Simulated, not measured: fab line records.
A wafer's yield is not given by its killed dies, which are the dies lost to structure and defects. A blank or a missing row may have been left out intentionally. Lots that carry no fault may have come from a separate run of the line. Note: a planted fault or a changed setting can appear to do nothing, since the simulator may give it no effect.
Chamber matching    flow n5Finfet    4 sister chambers for N5_BEOL_M10_ETCH_61 on rieDiel-05
The step etches SiARC in CF4, target depth 39 nm, time 65 s. 4 wafers are shown with their chamber, then 6 later ones without.

WAFERS, EACH WITH ITS CHAMBER
wafer   chamber  drypumpMotorCurrentA (A)
L672.2  3        6.3
L685.1  1        5.8
L685.6  2        5.8
L687.6  0        5.7

WAFERS WHOSE CHAMBER IS MISSING
wafer   drypumpMotorCurrentA (A)
L689.2  5.9
L689.4  5.8
L689.5  5.8
L691.2  5.8
L691.3  6.3
L691.5  6.2

WHICH CHAMBER EACH ONE RAN IN
wafer   from the rows above           in truth
L689.2  can't be placed: 1 or 2 or 0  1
L689.4  can't be placed: 1 or 2 or 0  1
L689.5  can't be placed: 1 or 2 or 0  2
L691.2  can't be placed: 1 or 2 or 0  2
L691.3  3                             3
L691.5  3                             3
Correctly placed: 2 of 6. Not placeable from these rows: 4 (in 4, the candidates include the true chamber). Number placed wrongly: 0.
How it was worked out, from the rows above alone: a wafer's distance from a chamber is the root of the sum, over the readings, of the square of ((its reading less the chamber's mean) divided by the reading's scatter). If the next closest chamber is less than 2 further off than the closest, the wafer can't be placed; otherwise it belongs to the closest. Each chamber's mean is taken over the wafers shown for it. The scatter: with one shown wafer a chamber, the root of the mean of the squares of how far each hidden wafer lies from its nearest shown one.
